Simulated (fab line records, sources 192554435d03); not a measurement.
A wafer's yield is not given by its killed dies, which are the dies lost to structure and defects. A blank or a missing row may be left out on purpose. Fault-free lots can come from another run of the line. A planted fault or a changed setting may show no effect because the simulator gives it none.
Matching of chambers + flow n5_finfet + N5_BEOL_M14_ETCH_67 on rie_diel-06: 4 sister chambers
The step etches SiARC in CF4, target depth 143 nm, time 238.3 s. 4 wafers are shown with their chamber, then 9 later ones without.

== EACH WAFER AND ITS CHAMBER ==
| wafer  | chamber | drypump_motor_current_A (A) |
|--------|---------|-----------------------------|
| L082.6 | 0       | 6.0                         |
| L091.4 | 1       | 5.7                         |
| L091.5 | 2       | 5.6                         |
| L091.6 | 3       | 5.7                         |

== WAFERS WHOSE CHAMBER IS MISSING ==
| wafer  | drypump_motor_current_A (A) |
|--------|-----------------------------|
| L095.2 | 5.7                         |
| L095.4 | 5.6                         |
| L095.5 | 5.6                         |
| L094.1 | 5.8                         |
| L094.3 | 5.6                         |
| L094.6 | 5.8                         |
| L097.1 | 6.0                         |
| L097.4 | 5.7                         |
| L097.6 | 6.0                         |

== WHICH CHAMBER EACH ONE RAN IN ==
| wafer  | from the rows above     | in truth |
|--------|-------------------------|----------|
| L095.2 | can't be placed: 1 or 3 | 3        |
| L095.4 | 2                       | 2        |
| L095.5 | 2                       | 2        |
| L094.1 | can't be placed: 1 or 3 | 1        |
| L094.3 | 2                       | 2        |
| L094.6 | can't be placed: 1 or 3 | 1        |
| L097.1 | 0                       | 0        |
| L097.4 | can't be placed: 1 or 3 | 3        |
| L097.6 | 0                       | 0        |
Correctly placed: 5 of 9. Can't be placed from these rows: 4 (the true chamber is among the candidates in 4). Number placed wrongly: 0.
How it was worked out, from the rows above alone: a wafer's distance from a chamber is the root of the sum, over the readings, of the square of ((its reading less the chamber's mean) divided by the reading's scatter). If the next closest chamber is less than 2 further off than the closest, the wafer can't be placed; otherwise it belongs to the closest. For every chamber, the mean is computed from those of its wafers that are shown. The scatter: root of mean squared gap, hidden wafer to nearest shown wafer, with one shown wafer a chamber.
